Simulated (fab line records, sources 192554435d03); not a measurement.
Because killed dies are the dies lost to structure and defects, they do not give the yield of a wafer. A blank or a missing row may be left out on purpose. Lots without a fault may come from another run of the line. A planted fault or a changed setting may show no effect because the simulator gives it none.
Chamber matching ; flow n5-finfet ; N5_BEOL_M5_CO_CAP_78 on cvd-co-02 has 3 sister chambers
The step material Co, precursor CCTBA/H2, target thk 2 nm, time 102.1 s. 36 wafers are shown with their chamber, then 12 later ones without.

## WAFERS, EACH WITH ITS CHAMBER
wafer;chamber;heater-power-w (W)
L074.2;1;204
L074.5;1;208
L074.6;0;222
L075.3;1;203
L075.4;2;281
L075.5;1;208
L079.1;0;219
L079.4;1;205
L079.6;2;276
L080.1;0;223
L080.3;1;205
L080.6;2;275
L078.1;0;216
L078.3;1;209
L078.6;0;218
L081.1;2;286
L081.4;0;222
L081.6;2;283
L083.1;2;283
L083.2;0;217
L083.4;2;273
L084.3;2;277
L084.5;2;278
L084.6;1;208
L085.2;2;282
L085.4;1;205
L085.6;2;270
L086.1;1;204
L086.2;0;225
L086.4;1;208
L087.2;1;206
L087.5;1;205
L087.6;0;226
L089.2;1;209
L089.3;2;274
L089.6;2;277

SIGNATURES, as means of the wafers listed above
reading;chamber 0;chamber 1;chamber 2;scatter within a chamber
heater-power-w;220.89;206.21;278.08;3.54
Rule: distance of a wafer from a chamber = root of the sum over the readings of ((wafer's reading minus chamber's mean) / reading's scatter) squared. If the next closest chamber is less than 2 further off than the closest, the wafer can't be placed; otherwise it belongs to the closest. The scatter: take each reading less its chamber's mean, square it, sum over the shown wafers, divide by the number of wafers less the number of chambers, and take the root.

## WAFERS WITHOUT THEIR CHAMBER
wafer;heater-power-w (W)
L091.4;276
L091.5;224
L091.6;205
L093.1;205
L093.4;207
L093.5;225
L094.2;202
L094.3;220
L094.4;276
L097.1;223
L097.4;220
L097.5;287

## CHAMBER TAKEN BY EACH
wafer;from the rows above;in truth
L091.4;2;2
L091.5;0;0
L091.6;1;1
L093.1;1;1
L093.4;1;1
L093.5;0;0
L094.2;1;1
L094.3;0;0
L094.4;2;2
L097.1;0;0
L097.4;0;0
L097.5;2;2
Correct placement for 12 of the 12. Left unplaced by these rows: 0. Number placed wrongly: 0.
